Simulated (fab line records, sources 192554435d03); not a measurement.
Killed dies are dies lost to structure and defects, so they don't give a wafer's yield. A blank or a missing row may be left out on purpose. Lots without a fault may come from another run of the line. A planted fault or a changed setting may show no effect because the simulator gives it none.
fab line records | flow n5_finfet
record lots=10 wafers=27 last_day=18
route steps=1938 shown ZERO_LAYER@14 WELL_APT@39 PMOS_HMC_CHANNEL_EPI@81 BEOL_M4@1111 PASSIVATION@1936
lots that met no fault: from a run of the same line without faults
start_h: hours from the record's first day to the start of the lot's first wafer shown | wait_h: hours since the lot's step before | " the same as in the row above | L1.1+2: a row that stands for several wafers | - no value, or no start given | * or withheld: withheld | < > ~ a bound
route shown NAME@n: a module of which the file shows steps, and the number in the route of the first | usual: mean/standard deviation of fault-free wafers | same: alike in all rows | chamber/n: place in a boat | sites: the reading at each site | _std_site: their standard deviation | _edge_site: outer sites' mean less inner sites' | radius_mm: how far each site lies from the wafer's centre | mask NAME#n: copy n | behind: the tool/chamber that last shaped the wafer | hold: why the lot was held/for how many hours/how that ended | device: the transistor (n, p or np) that didn't switch | end of line: the same wafers' tests at the end of the route | a step without rows: its recipe alone | killed: dies lost to structure and defects at the first sort, not the wafer's yield | map: a wafer's dies, x killed, . not, _ none there
set.NAME: the setting as run; set.NAME@STEP: as run at that earlier step | model.NAME: the simulator's own value behind a step, which no gauge read
steps of the route over a sample of lots; a table a step, a row a wafer
services: from which hour (start_h, from the record's first day; less than 0 if before it) a tool's chamber was out of use, for how many hours, and why
## steps
# step N5_ZERO_LAYER_DESCUM_16
# recipe chemistry=O2 time_s=7.9 source_power_w=50 bias_power_w=20 pressure_mtorr=20 rf_frequency_hz=2.712e+07 temp_c=40 o2_flow_sccm=225
# usual bias_power_w=20.00/0.062 drypump_motor_current_A=5.5/0.48 oes_product_au=0.79/0.083 rf_vpp_V=242.9/1.3 showerhead_plenum_p_Torr=2.08/0.063 throttle_valve_pct=20.47/0.18
# columns lot.wafer tool chamber start_h wait_h bias_power_w drypump_motor_current_A oes_product_au rf_hours_counter_h rf_vpp_V showerhead_plenum_p_Torr throttle_valve_pct
L456.1 rie_diel-04 1 12.71 0.1 19.95 5.6 0.84 89 244.3 2.12 20.46
L456.5 " 1 " " 20.03 5.6 0.84 - 243.8 2.12 20.45
L456.6 " 2 " " 19.96 4.8 0.73 - 241.1 2.00 20.34
L459.1 rie_diel-03 2 30.68 0.0 20.08 5.1 0.87 58 242.8 2.11 20.26
L459.3 " 0 " " 19.95 5.0 0.71 233 241.0 1.97 20.41
L459.6 " 0 " " 19.95 4.9 0.70 - 240.9 1.97 20.40
L464.2 rie_diel-03 3 60.82 0.0 20.00 6.2 0.89 12 242.2 2.05 20.37
L464.3 " 1 " " 19.99 5.6 0.75 160 243.3 2.10 20.69
L464.6 " 1 " " 20.02 5.6 0.75 - 242.2 2.10 20.70
L466.1 rie_diel-04 0 72.80 0.0 19.99 5.3 0.71 245 243.4 2.11 20.44
L466.4 " 3 " " 20.09 6.4 0.79 112 242.2 2.08 20.46
L466.6 " 0 " " 20.04 5.3 0.70 - 244.1 2.11 20.44
L467.1 rie_diel-04 0 78.68 0.0 19.94 5.3 0.70 247 243.2 2.11 20.46
L467.4 " 2 " " 20.02 4.7 0.72 185 240.2 1.99 20.37
L467.6 " 1 " " 20.01 5.6 0.82 - 244.4 2.11 20.49
L468.1 rie_diel-03 3 84.68 0.0 19.97 6.2 0.88 19 241.2 2.05 20.39
L468.2 " 2 " " 20.05 5.1 0.84 75 244.1 2.11 20.26
L468.3 " 0 " " 19.97 5.0 0.70 248 241.8 1.96 20.43
L470.3 rie_diel-03 1 96.69 0.0 20.00 5.6 0.74 171 243.2 2.10 20.71
L470.5 " 1 " " 20.02 5.6 0.74 - 242.9 2.10 20.71
L475.5 rie_diel-01 2 127.10 0.4 20.04 5.5 1.00 - 243.9 2.06 20.22
L475.6 " 1 " " 19.98 5.1 0.76 - 242.0 2.00 20.71
L477.1 rie_diel-03 0 138.83 0.0 20.00 5.0 0.95 11 246.2 2.22 20.17
L477.4 " 1 " " 20.03 5.6 0.73 186 242.7 2.09 20.73
L478.1 rie_diel-04 2 144.81 0.0 19.92 4.7 0.72 197 241.7 1.99 20.39
L478.3 " 0 " " 19.97 5.3 0.93 8 244.2 2.11 20.26
L478.5 " 1 " " 20.12 5.7 0.80 - 241.8 2.10 20.52
# step N5_WELL_APT_EXPOSE_22
# recipe mask_id=PWELL na=0.8 source_shape=conventional sigma_outer=0.8 polarization=unpolarized defocus_nm=0 target_cd_nm=200 dose_mj=23.2
# columns lot.wafer tool chamber start_h wait_h mask
L456.1+5+6 krf_scanner-01 0 14.72 - PWELL#0
L459.1+3+6 krf_scanner-01 0 32.64 - PWELL#0
L464.2+3+6 krf_scanner-02 0 62.79 - PWELL#0
L466.1+4+6 krf_scanner-01 0 74.88 - PWELL#0
L467.1+4+6 krf_scanner-02 0 81.23 - PWELL#0
L468.1+2+3 krf_scanner-01 0 86.79 - PWELL#0
L470.3+5 krf_scanner-02 0 98.66 - PWELL#0
L475.5+6 krf_scanner-02 0 129.38 - PWELL#0
L477.1+4 krf_scanner-02 0 140.94 - PWELL#0
L478.1+3+5 krf_scanner-02 0 146.85 - PWELL#0
# step N5_WELL_APT_CD_MEAS_25
# recipe target_cd_nm=200 landing_energy_ev=500 detector=se_inlens
# usual cd_nm=200.2/2.6
# columns lot.wafer tool chamber start_h wait_h cd_nm
L456.1 cd_sem-02 0 14.89 - 201.5
L456.5 " 0 " " 202.5
L456.6 " 0 " " 201.0
L459.1 cd_sem-02 0 32.81 - 204.4
L459.3 " 0 " " 202.1
L459.6 " 0 " " 204.8
L464.2 cd_sem-02 0 62.96 - 202.0
L464.3 " 0 " " 198.7
L464.6 " 0 " " 200.0
L466.1 cd_sem-02 0 75.05 - 201.9
L466.4 " 0 " " 200.2
L466.6 " 0 " " 184.6
L467.1 cd_sem-02 0 81.40 - 199.0
L467.4 " 0 " " 201.3
L467.6 " 0 " " 201.8
L468.1 cd_sem-01 0 86.96 - 203.6
L468.2 " 0 " " 186.2
L468.3 " 0 " " 201.6
L470.3 cd_sem-01 0 98.82 - 198.5
L470.5 " 0 " " 197.6
L475.5 cd_sem-02 0 129.54 - 200.6
L475.6 " 0 " " 201.4
L477.1 cd_sem-02 0 141.12 - 197.9
L477.4 " 0 " " 201.6
L478.1 cd_sem-01 0 147.02 - 204.4
L478.3 " 0 " " 199.3
L478.5 " 0 " " 202.8
# step N5_PMOS_HMC_CHANNEL_EPI_CMP_21
# recipe material=SiGe30 post_cmp_clean=alkaline_brush target_thk_nm=54
# usual motor_current_A=11.6/1.2 slurry_filter_dp_kPa=13.50/0.14
# columns lot.wafer tool chamber start_h wait_h motor_current_A slurry_filter_dp_kPa
L456.1 cmp-03 0 19.26 0.1 11.7 13.63
L456.5 " 1 " " 13.4 13.26
L456.6 " 2 " " 11.8 13.36
L459.3 cmp-04 1 37.25 0.0 13.7 13.51
L459.1 " 0 " " 12.8 13.73
L459.6 " 1 " " 14.0 13.47
L464.3 cmp-03 2 67.42 0.1 12.1 13.31
L464.2 " 3 " " 11.1 13.19
L464.6 " 2 " " 12.3 13.45
L466.4 cmp-03 0 79.98 0.0 11.6 13.46
L466.1 " 1 " " 12.8 13.32
L466.6 " 0 " " 11.5 13.32
L467.1 cmp-02 3 86.14 0.1 11.5 13.73
L467.4 " 0 " " 12.5 13.48
L467.6 " 3 " " 12.5 13.54
L468.3 cmp-03 2 91.60 0.1 13.2 13.29
L468.1 " 3 " " 11.6 13.53
L468.2 " 0 " " 11.3 13.37
L470.3 cmp-02 3 103.00 0.1 11.6 13.71
L470.5 " 2 " " 9.2 13.43
L475.5 cmp-02 3 134.38 0.2 11.6 13.41
L475.6 " 0 " " 11.6 13.54
L477.1 cmp-03 3 145.57 0.0 11.0 13.56
L477.4 " 2 " " 12.0 13.65
L478.1 cmp-02 3 151.53 0.0 12.0 13.43
L478.3 " 0 " " 12.1 13.52
L478.5 " 0 " " 12.1 13.59
# step N5_PMOS_HMC_CHANNEL_EPI_EPI_26
# recipe material=Si target_thk_a=38 temp_c=650 precursor=SiH4/H2 pressure_torr=20 time_s=22.7
# usual chamber_pressure_Torr=20.00/0.037 throttle_valve_pct=11.3/0.38
# columns lot.wafer tool chamber start_h wait_h chamber_pressure_Torr throttle_valve_pct
L456.1 epi_rpcvd-03 0 19.55 0.0 20.05 11.2
L456.5 " 0 " " 20.04 11.1
L456.6 " 0 " " 19.94 11.0
L459.1 epi_rpcvd-03 0 37.65 0.0 19.98 11.1
L459.3 " 0 " " 19.98 10.7
L459.6 " 0 " " 20.00 11.2
L464.2 epi_rpcvd-02 0 67.85 0.1 20.04 11.6
L464.3 " 0 " " 19.96 11.5
L464.6 " 0 " " 20.06 11.7
L466.1 epi_rpcvd-02 0 80.39 0.0 19.99 11.7
L466.4 " 0 " " 19.98 11.7
L466.6 " 0 " " 19.95 11.7
L467.1 epi_rpcvd-02 0 86.51 0.0 20.01 11.9
L467.4 " 0 " " 20.00 11.3
L467.6 " 0 " " 20.07 11.8
L468.1 epi_rpcvd-03 0 91.96 0.0 20.01 11.0
L468.2 " 0 " " 19.97 10.9
L468.3 " 0 " " 20.02 11.2
L470.3 epi_rpcvd-02 0 103.46 0.1 20.01 11.7
L470.5 " 0 " " 20.04 11.8
L475.5 epi_rpcvd-02 0 134.90 0.3 20.03 11.5
L475.6 " 0 " " 19.98 11.7
L477.1 epi_rpcvd-03 0 145.97 0.0 19.95 11.0
L477.4 " 0 " " 19.99 11.0
L478.1 epi_rpcvd-02 0 151.93 0.0 20.00 11.6
L478.3 " 0 " " 20.02 11.7
L478.5 " 0 " " 19.98 11.7
# step N5_BEOL_M4_RC_MEAS_101
# usual DIBL_N=36.5/2.2 DIBL_P=36.9/2.9 IOFF_N=0.17/0.044 IOFF_P=0.22/0.052 ION_N=671/16 ION_P=461/10 SS_N=71.6/0.73 SS_P=73.5/0.79 VT_N=250/4.1 VT_P=-250/4.1
# columns lot.wafer tool chamber start_h wait_h DIBL_N[mV/V] DIBL_P[mV/V] IOFF_N[nA/um] IOFF_P[nA/um] ION_N[uA/um] ION_P[uA/um] SS_N[mV/dec] SS_P[mV/dec] VT_N[mV] VT_P[mV]
L456.1 prober-01 0 178.63 0.0 34.2 34.7 0.12 0.16 667 455 70.9 72.1 253 -255
L456.5 " 0 " " 35.1 37.1 0.13 0.19 674 463 71.0 72.9 252 -254
L456.6 " 0 " " 32.4 30.0 0.09 0.10 647 440 70.4 71.1 260 -262
L459.1 prober-01 0 207.00 0.0 37.2 35.2 0.16 0.19 653 439 72.2 72.8 253 -253
L459.3 " 0 " " 35.6 36.2 0.14 0.22 658 462 71.2 72.7 254 -250
L459.6 " 0 " " 36.1 35.9 0.15 0.22 670 457 71.4 73.2 253 -251
L464.2 prober-01 0 242.80 0.2 35.8 35.2 0.14 0.19 670 454 71.9 73.4 253 -253
L464.3 " 0 " " 37.1 38.6 0.16 0.24 652 453 72.5 73.8 248 -250
L464.6 " 0 " " 34.8 32.0 0.13 0.14 638 436 72.4 72.6 258 -258
L466.1 prober-02 0 252.78 0.0 36.4 37.6 0.18 0.21 671 452 71.5 73.4 247 -252
L466.4 " 0 " " 36.7 38.7 0.16 0.23 677 466 71.2 74.4 246 -249
L466.6 " 0 " " 37.2 40.4 0.22 0.25 709 475 71.3 73.4 243 -247
L468.1 prober-02 0 258.56 0.0 33.5 34.2 0.13 0.19 665 461 71.0 72.3 251 -248
L468.2 " 0 " " 39.3 41.0 0.25 0.31 704 475 73.0 73.9 246 -243
L468.3 " 0 " " 37.1 38.5 0.20 0.26 674 464 72.0 73.7 246 -246
L467.1 prober-01 0 260.88 0.0 33.4 32.6 0.11 0.14 661 448 70.1 73.1 256 -258
L467.4 " 0 " " 38.8 38.4 0.19 0.21 669 446 72.4 73.8 251 -252
L467.6 " 0 " " 36.5 35.0 0.14 0.17 657 454 71.5 72.4 254 -255
L470.3 prober-02 0 268.87 0.3 35.5 35.7 0.13 0.18 670 458 71.1 73.5 252 -253
L470.5 " 0 " " 36.0 36.9 0.14 0.20 668 454 71.4 73.4 254 -252
L475.5 prober-02 0 297.47 0.6 34.6 34.3 0.13 0.16 652 445 71.5 72.7 253 -253
L475.6 " 0 " " 36.5 37.3 0.18 0.20 669 453 71.7 73.7 245 -250
L478.1 prober-01 0 317.82 0.0 35.3 35.5 0.14 0.18 666 461 70.9 73.1 250 -252
L478.3 " 0 " " 38.1 38.7 0.18 0.23 674 463 71.7 74.3 247 -249
L478.5 " 0 " " 37.8 39.4 0.17 0.25 668 461 71.4 74.4 248 -252
L477.1 prober-02 0 318.22 0.0 38.1 37.4 0.16 0.24 648 447 71.6 74.0 252 -250
L477.4 " 0 " " 36.0 34.1 0.12 0.16 654 448 71.5 72.8 256 -254
# step N5_PASSIVATION_PROBE_49
# usual defect_limited_yield=91.3/1.4 killed_at_M0_to_M3=36/10 killed_at_M4_up=13/5.4 killed_at_contacts=12/5.3 killed_at_front_end=39/10 killed_at_other=3.2/2.7 killed_dies=103/16 killed_open=68/13 killed_short=33/6.6 sort_bin_5_function=5.1/0.92 sort_bin_6_memory=3.3/0.68 sort_bin_8_speed=0.1/0.41 sort_n_pass=1077/17 sort_yield_pct=91.2/1.4
# same gross_dies=1180 killed_at_back_side=0 sort_bin_4_leakage[%]=0
# columns lot.wafer tool chamber start_h wait_h defect_limited_yield[%] killed_at_M0_to_M3 killed_at_M4_up killed_at_contacts killed_at_front_end killed_at_other killed_dies killed_open killed_short sort_bin_5_function[%] sort_bin_6_memory[%] sort_bin_8_speed[%] sort_n_pass sort_yield_pct[%]
L468.2 prober-01 - 365.66 0.2 89.8 36 28 8 36 12 120 62 43 6.4 2.5 0 1060 89.8
L475.5 prober-02 - 412.34 0.2 90.8 30 10 16 48 4 108 70 38 5.0 3.6 0 1072 90.8
L475.6 prober-02 - 412.39 0.3 90.0 34 19 12 48 5 118 83 35 5.5 4.2 0 1062 90.0
# killed by level:class
L468.2 BEOL_M4:geometric_particle:open=16 HKMG_FIN:area_etch=12 BEOL_M0_SAQP:geometric_particle:short=11 BEOL_M2:geometric_particle:open=10 FIN_SAQP:geometric_particle:open=7 BEOL_M0_SAQP:geometric_particle:open=7 MOL_CONTACT_COAG:geometric_particle:short=6 BEOL_M4:geometric_particle:short=4
L475.5 STI_FIN_REVEAL:geometric_particle:open=14 MOL_CONTACT_COAG:geometric_particle:open=14 BEOL_M1:geometric_particle:open=8 FIN_SAQP:geometric_particle:short=7 FIN_SAQP:geometric_particle:open=6 BEOL_M0_SAQP:geometric_particle:short=6 BEOL_M0_SAQP:geometric_particle:open=5 ILD0:geometric_particle:short=4
L475.6 STI_FIN_REVEAL:geometric_particle:open=14 FIN_SAQP:geometric_particle:short=12 MOL_CONTACT_COAG:geometric_particle:open=12 FIN_SAQP:geometric_particle:open=11 BEOL_M4:geometric_particle:open=11 BEOL_M0_SAQP:geometric_particle:open=7 BEOL_M1:geometric_particle:open=7 BEOL_M0_SAQP:geometric_particle:short=5
## services
# columns tool chamber start_h hours kind
cmp-04 - -5.42 8.8 pm
rie_diel-03 2 6.01 12.1 repair
krf_scanner-02 - 11.82 1.0 pm
krf_scanner-02 - 23.55 3.6 pm
cmp-03 - 29.57 5.0 pm
cmp-03 - 47.09 4.0 pm
krf_scanner-02 - 47.28 1.3 pm
rie_diel-04 - 52.58 0.2 repair
krf_scanner-01 - 54.76 0.3 repair
rie_diel-03 0 55.84 5.4 repair
krf_scanner-01 - 61.58 1.3 pm
krf_scanner-02 - 67.38 4.4 pm
krf_scanner-01 - 79.14 2.7 repair
cmp-02 - 92.92 8.0 repair
rie_diel-04 2 96.27 15.7 repair
cmp-02 - 103.92 0.5 repair
krf_scanner-01 - 106.23 0.8 pm
krf_scanner-02 - 110.57 0.8 pm
krf_scanner-01 - 111.39 0.2 repair
krf_scanner-02 - 116.33 7.2 pm
rie_diel-04 - 136.35 1.1 repair
krf_scanner-02 - 136.64 1.2 repair
krf_scanner-02 - 142.58 4.0 pm
cmp-03 - 151.95 0.4 repair
## key
first_sign step=N5_WELL_APT_CD_MEAS_25 reading=cd_nm direction=down sigmas=5.7 usual=200.2 struck=185.4
effect none on later readings
met_at N5_WELL_APT_EXPOSE_22
struck_lots L466,L468
struck_wafers L466.6,L468.2
baseline_loss step=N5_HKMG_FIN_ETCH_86 wafers=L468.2
not_acting_at N5_ZERO_LAYER_DESCUM_16,N5_PMOS_HMC_CHANNEL_EPI_CMP_21,N5_PMOS_HMC_CHANNEL_EPI_EPI_26
onset_between 32.64 74.88
fault kind=process_parameter_drift tool=krf_scanner-01 chamber=- onset_h=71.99 steps=N5_WELL_APT_EXPOSE_22 channel=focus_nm offset=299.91 shape=step end_h=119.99 scope=struck_wafers_only
# baseline_loss: these wafers lose ten dies or more at that step, a loss of the line's own and not of a fault; the sort's usual values leave them out
